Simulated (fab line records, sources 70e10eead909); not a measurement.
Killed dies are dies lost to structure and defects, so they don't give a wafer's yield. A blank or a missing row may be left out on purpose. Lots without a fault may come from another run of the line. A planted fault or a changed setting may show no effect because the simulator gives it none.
A struck lot beside a sound one | flow nand_harc | 18 steps out of a route of 1302
Sound: wafers L399.1, L399.2, L399.5. Struck: wafers L411.1, L411.3, L411.5. The cause comes at the end.
At each step with rows: each side's tool, then ch and its chambers, then its first start. Under that, the readings that differ: sound wafers | struck wafers | difference of the means | sigmas: that difference in standard deviations of wafers without a fault.
alike: readings whose means differ by less than 2 such deviations, and words and numbers that are the same on both sides. not compared: withheld readings, readings that some wafer has no value for, bounds like >300 that may hide the same value, and numbers for which the record gives no deviation and whose values overlap.
The two part at a step that has a row with sigmas, a row that says differs or no value, or rows on one side only. Numbers that don't overlap but have no deviation are shown without sigmas and don't part them. A reading that every wafer of one side lacks parts them only if that side has two wafers or more.

NHARC_P_ZERO_WELL_CD_MEAS_11: target cd 500 nm.
  sound on cd_sem-03 ch 0, day 2 07:18; struck on cd_sem-01 ch 0, day 7 07:19
  alike: cd_nm
then, 1 step without rows for these wafers: NHARC_P_ZERO_WELL_HARDBAKE_12 (time 65 s).
NHARC_P_ZERO_WELL_DESCUM_13: chemistry O2, time 3 s.
  sound on rie_diel-06 ch 0,1, day 2 07:28; struck on rie_diel-06 ch 0,1, day 7 07:40
  alike: drypump_motor_current_A, oes_product_au, rf_vpp_V, showerhead_plenum_p_Torr, throttle_valve_pct
  not compared: rf_hours_counter_h
NHARC_P_ZERO_WELL_ETCH_65: etches the open film in N2/H2, target depth 80 nm, overetch 24 nm, time 87.88 s.
  sound on rie_diel-06 ch 2,3, day 2 07:40; struck on rie_diel-06 ch 0,3, day 7 07:49
  alike: drypump_motor_current_A, oes_product_au, rf_vpp_V, showerhead_plenum_p_Torr, throttle_valve_pct
  not compared: rf_hours_counter_h
NHARC_P_ZERO_WELL_ETCH_62: etches the open film in CHF3/Ar, target depth 13 nm, time 6.5 s.
  sound on rie_diel-06 ch 0,2; struck on rie_diel-06 ch 0,2,3
  alike: drypump_motor_current_A, oes_product_au, rf_vpp_V, showerhead_plenum_p_Torr, throttle_valve_pct
  not compared: rf_hours_counter_h
NHARC_P_ZERO_WELL_ETCH_63: etches the open film in HBr/Cl2, target depth 120 nm, time 40.1 s.
  sound on rie_si-03 ch 0,2, day 2 07:50; struck on rie_si-06 ch 1,2,3, day 7 08:16
  alike: drypump_motor_current_A, oes_product_au, throttle_valve_pct
  not compared: rf_hours_counter_h
then, 6 steps without rows for these wafers: NHARC_P_ZERO_WELL_STRIP_15 (strips in SPM, time 900 s); NHARC_P_ZERO_WELL_DEHYDRATE_16 (time 120 s); NHARC_P_ZERO_WELL_HMDS_17 (time 30 s); NHARC_P_ZERO_WELL_COAT_18; NHARC_P_ZERO_WELL_SOFTBAKE_19 (time 95 s); NHARC_P_ZERO_WELL_EBR_20.
NHARC_P_ZERO_WELL_EXPOSE_21: exposes mask P NWELL, target cd 720 nm.
  sound on krf_scanner-03 ch 0, day 2 08:40; struck on krf_scanner-01 ch 0, day 7 08:55
  reading | sound                         | struck                     | difference | sigmas
  mask    | P_NWELL#0 P_NWELL#0 P_NWELL#0 | P_HVPW#0 P_HVPW#0 P_HVPW#0 | differs    |
then, 2 steps without rows for these wafers: NHARC_P_ZERO_WELL_PEB_22 (peb time 85 s); NHARC_P_ZERO_WELL_DEVELOP_23 (time 70 s).
NHARC_P_ZERO_WELL_CD_MEAS_24: target cd 720 nm.
  sound on cd_sem-02 ch 0, day 2 08:49; struck on cd_sem-01 ch 0, day 7 09:04
  reading    | sound             | struck | difference                    | sigmas
  cd_nm (nm) | 719.6 720.1 721.5 | - - -  | no value on the struck wafers |
then, 1 step without rows for these wafers: NHARC_P_ZERO_WELL_HARDBAKE_25 (time 80 s).
-- the record jumps here: 23 days lie between the struck wafers' starts before and after (it left off in module P_ZERO_WELL and takes up again in module END, whose first step shown is number 1302 of the route) --
NHARC_END_SORT_01:
  sound on prober-01 ch 0, day 24 17:40; struck on prober-01 ch 0, day 30 20:32
  reading             | sound    | struck                                                               | difference                   | sigmas
  hold                | - - -    | await_dispo/4.1h/scrap await_dispo/4.1h/scrap await_dispo/4.1h/scrap | no value on the sound wafers |
  killed_at_periphery | 4 4 2    | 604 619 635                                                          | +616                         | +99 or more
  killed_dies         | 64 59 64 | 677 677 677                                                          | +615                         | +32
  alike: killed_at_array, killed_at_other, killed_open, killed_short

WHERE THEY PART
First at NHARC_P_ZERO_WELL_EXPOSE_21; last, within this record, at NHARC_END_SORT_01.

WHY: what the simulator had put in
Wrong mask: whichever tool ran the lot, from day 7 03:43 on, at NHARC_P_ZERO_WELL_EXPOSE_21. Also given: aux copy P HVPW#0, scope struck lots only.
